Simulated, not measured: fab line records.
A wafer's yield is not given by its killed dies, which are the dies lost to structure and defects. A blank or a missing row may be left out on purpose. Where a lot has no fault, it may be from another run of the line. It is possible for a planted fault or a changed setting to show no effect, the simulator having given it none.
A lot that was struck, set against a sound lot | flow nand_harc | 35 steps out of a route of 1302
Sound: the wafers L880.1, L880.3, L880.4. The struck wafers were L887.2, L887.3, L887.5. Last of all comes the cause.
At each step with rows: each side's tool, then ch and its chambers, then its first start. Under that, the readings that differ: sound wafers | struck wafers | difference of the means | sigmas: that difference in standard deviations of wafers without a fault.
alike: a reading whose means differ by less than 2 such deviations, as well as words and numbers matching on both sides. not compared: withheld readings; readings where some wafer has no value; bounds like >300 that might hide an equal value; numbers whose values overlap and for which the record gives no deviation.
The two part at a step that has a row with sigmas, a row that says differs or no value, or rows on one side only. Numbers that have no deviation but don't overlap get no sigmas and don't part them. A reading missing from all wafers of one side parts the sides only when that side holds two or more wafers.

first, 6 steps without rows for these wafers: NHARC_P_ZERO_WELL_COAT_46; NHARC_P_ZERO_WELL_SOFTBAKE_47 (time 95 s); NHARC_P_ZERO_WELL_EBR_48; NHARC_P_ZERO_WELL_EXPOSE_49 (exposes mask P HVPW, target cd 2000 nm); NHARC_P_ZERO_WELL_PEB_50 (peb time 85 s); NHARC_P_ZERO_WELL_DEVELOP_51 (time 70 s).
NHARC_P_ZERO_WELL_CD_MEAS_52 targets a cd of 2000 nm.
  sound on cd_sem-02 ch 0, day 2 01:40; struck on cd_sem-03 ch 0, day 5 03:40
  alike: cd_nm
then, 1 step without rows for these wafers: NHARC_P_ZERO_WELL_HARDBAKE_53 (time 80 s).
NHARC_P_ZERO_WELL_DESCUM_54: chemistry O2, time 3 s.
  sound on rie_diel-01 ch 0,2,3, day 2 01:49; struck on rie_diel-06 ch 1,2,3, day 5 03:50
  reading                | sound                | struck               | difference | sigmas
  throttle_valve_pct (%) | 11.317 11.314 11.326 | 11.305 11.311 11.283 | -0.019     | -2
  alike: drypump_motor_current_A, oes_product_au, rf_vpp_V, showerhead_plenum_p_Torr
  not compared: rf_hours_counter_h
then, 3 steps without rows for these wafers: NHARC_P_ZERO_WELL_IMPLANT_55; NHARC_P_ZERO_WELL_IMPLANT_61; NHARC_P_ZERO_WELL_STRIP_56 (strips in SPM, time 840 s).
NHARC_P_ZERO_WELL_PRECLEAN_68: cleans in SC1, time 60 s.
  sound on wet_bench-03 ch 0,2,3, day 2 02:26; struck on wet_bench-03 ch 2,4,7, day 5 04:26
following that, these wafers have no rows for 1 step: NHARC_P_ZERO_WELL_SRD_69.
NHARC_P_ZERO_WELL_RTA_42: time 300 s.
  sound on rtp_anneal-02 ch 0, day 2 02:48; struck on rtp_anneal-01 ch 0, day 5 04:56
  reading            | sound          | struck         | difference | sigmas
  lamp_power_pct (%) | 38.9 38.9 38.8 | 32.9 33.0 32.9 | -5.9       | -2
  alike: wafer_temp_C_max
NHARC_P_ZERO_WELL_INSPECT_43:
  sound on defect_inspect-01 at day 2 03:29; struck on defect_inspect-02 at day 5 05:31
  reading          | sound  | struck      | difference | sigmas
  raw_defect_count | 10 8 8 | 610 643 649 | +625       | +99 or more
then, 14 steps without rows for these wafers: NHARC_P_STI_ETCH_26 (etches SiO2 in dHF, target depth 11 nm); NHARC_P_STI_PRECLEAN_27 (cleans in SC1); NHARC_P_STI_SRD_28; NHARC_P_STI_OXIDE_29 (material SiO2, target thk 10 nm, ox time 1362 s); NHARC_P_STI_HM_DEP_30 (deposits Si3N4, target thk 80 nm, time 873 s); NHARC_P_STI_DEHYDRATE_01 (time 120 s); NHARC_P_STI_HMDS_02 (time 30 s); NHARC_P_STI_COAT_41 (time 65 s); NHARC_P_STI_COAT_03 (resist thk 600 nm); NHARC_P_STI_SOFTBAKE_04 (time 70 s); NHARC_P_STI_EBR_05; NHARC_P_STI_EXPOSE_06 (exposes mask P STI, target cd 200 nm); NHARC_P_STI_PEB_07 (peb time 80 s); NHARC_P_STI_DEVELOP_08 (time 50 s).
NHARC_P_STI_CD_MEAS_09 targets a cd of 200 nm.
  sound on cd_sem-03 ch 0, day 2 16:46; struck on cd_sem-01 ch 0, day 5 20:46
  alike: cd_nm
NHARC_P_STI_OVL_MEAS_10:
  sound on overlay-02 at day 2 16:52; struck on overlay-02 at day 5 20:51
  reading           | sound | struck   | difference | sigmas
  overlay_x_nm (nm) | 8 8 8 | -8 -8 -8 | -16        | -3
  alike: overlay_y_nm
NHARC_P_STI_INSPECT_11:
  sound on defect_inspect-01 at day 2 16:54; struck on defect_inspect-02 at day 5 20:53
  reading          | sound  | struck      | difference | sigmas
  raw_defect_count | 15 7 7 | 597 645 644 | +619       | +99 or more
then, 1 step without rows for these wafers: NHARC_P_STI_HARDBAKE_13 (time 65 s).
-- jump in the record: it breaks off in module P_STI and resumes in module END (first step shown: number 1302 of the route), and 22 days separate the struck wafers' starts before and after --
NHARC_END_SORT_01:
  sound on prober-02 ch 0, day 23 14:49; struck on prober-01 ch 0, day 27 13:08
  reading             | sound    | struck     | difference | sigmas
  killed_at_periphery | 8 2 1    | 83 81 41   | +65        | +24
  killed_dies         | 67 57 61 | 139 143 98 | +65        | +4
  alike: killed_at_array, killed_at_other, killed_open, killed_short

== WHERE THEY PART ==
At NHARC_P_ZERO_WELL_DESCUM_54 first; at NHARC_END_SORT_01 last (within this record only).

WHY: the cause the simulator had injected
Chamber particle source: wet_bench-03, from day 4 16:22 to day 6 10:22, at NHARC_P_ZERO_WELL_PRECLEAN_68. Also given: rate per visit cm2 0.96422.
